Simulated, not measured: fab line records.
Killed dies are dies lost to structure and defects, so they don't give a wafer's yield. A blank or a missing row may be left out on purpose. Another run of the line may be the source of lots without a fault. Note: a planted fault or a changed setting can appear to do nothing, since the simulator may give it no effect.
A single fault, viewed from 3 desks :: flow n5_finfet :: what lay behind the numbers comes last; until then each desk has only its own
Where a reading is given only as a bound, like >300, the bound stands for it, and a mean or a difference that rests on one is marked > or <: the true number lies beyond.

## THE METROLOGY DESK
What the gauges read, lot by lot, whatever tool the lot ran on: means of the sampled wafers that have a number. The brackets show how far a lot's mean lies from the usual mean; more than 4 standard deviations puts the lot out of limits, marked OUT. Shown here are 7 of its 10 readings, the ones lying furthest out on some lot.
Columns: A = DIBL_N at N5_BEOL_M4_RC_MEAS_101, usual 36.6 mV/V; B = IOFF_N at N5_BEOL_M4_RC_MEAS_101, usual 0.16 nA/um; C = IOFF_P at N5_BEOL_M4_RC_MEAS_101, usual 0.22 nA/um; D = ION_N at N5_BEOL_M4_RC_MEAS_101, usual 672 uA/um; E = ION_P at N5_BEOL_M4_RC_MEAS_101, usual 462 uA/um; F = SS_P at N5_BEOL_M4_RC_MEAS_101, usual 73.5 mV/dec; G = VT_N at N5_BEOL_M4_RC_MEAS_101, usual 250 mV
lot: L907
first seen here: day 10 07:04
A: 36.8
B: 0.17
C: 0.23
D: 664
E: 462
F: 73.2
G: 251

lot: L908
first seen here: day 10 10:37
A: 35.6
B: 0.16
C: 0.21
D: 676
E: 465
F: 73.8
G: 250

lot: L910
first seen here: day 10 22:28
A: 36.3
B: 0.14
C: 0.20
D: 669
E: 462
F: 72.8
G: 252

lot: L917
first seen here: day 12 19:38
A: 39.4
B: 0.21
C: 0.26
D: 690
E: 472
F: 74.2
G: 244
Finding of this desk: none of the 4 lots has anything out of limits.

## THE DEFECT DESK
Inspection counts along the route, by lot: the mean over sampled wafers that carry a number. The brackets show how far a lot's mean lies from the usual mean; more than 4 standard deviations puts the lot out of limits, marked OUT.
Columns: A = raw_defect_count at N5_BEOL_M0_SAQP_INSPECT_42, usual 328; B = raw_defect_count at N5_BEOL_M0_CUTY_INSPECT_59, usual 1.8
lot: L907
first seen here: day 6 21:19
A: 313
B: 1.3

lot: L908
first seen here: day 7 08:43
A: 751 (+4.3) OUT
B: >300 (+99 or more) OUT

lot: L910
first seen here: day 7 20:33
A: 845 (+5.3) OUT
B: >300 (+99 or more) OUT

lot: L917
first seen here: day 9 10:58
A: 270
B: 0.7
This desk finds L908, L910 out of limits, L908 being first, at day 7 08:43 (raw_defect_count at N5_BEOL_M0_SAQP_INSPECT_42). In limits: L907, L917.

## AT THE TOOL OWNER'S DESK: vapor_etch-01
The tool's own readings at N5_BEOL_M0_SAQP_RECESS_109 (chemistry HF/NH3, target SiO2, target depth 3 nm, afs cycles 1, sublimation time 60 s): means of the sampled wafers that have a number, for each lot that ran on this tool. The brackets show how far a lot's mean lies from the usual mean; more than 4 standard deviations puts the lot out of limits, marked OUT.
Columns: A = drypump_motor_current_A at N5_BEOL_M0_SAQP_RECESS_109, usual 5.9 A; B = sublimation_temp_c at N5_BEOL_M0_SAQP_RECESS_109, usual 180.00 C
lot: L907
first seen here: day 6 19:54
A: 6.0
B: 179.90

lot: L908
first seen here: day 7 07:17
A: 6.0
B: 180.14

lot: L910
first seen here: day 7 19:08
A: 6.0
B: 180.04
Finding of this desk: none of the 3 lots has anything out of limits.

## PUT TOGETHER
The defect desk could have raised an alarm at day 7 08:43, on L908, L910.
Metrology desk: nothing out of limits seen.
The desk of the tool owner found nothing out of limits.
The metrology desk has L908, L910 on record, within its limits.
Tool owner's desk: L908, L910 on record, inside its limits.
On vapor_etch-01, each named lot ran N5_BEOL_M0_SAQP_RECESS_109.

## WHAT THE SIMULATOR PUT IN
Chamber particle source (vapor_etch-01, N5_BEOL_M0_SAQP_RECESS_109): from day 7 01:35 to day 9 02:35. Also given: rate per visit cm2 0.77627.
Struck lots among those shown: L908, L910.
Hours from the fault's start to each desk's first reading out of limits: the defect desk, 7.
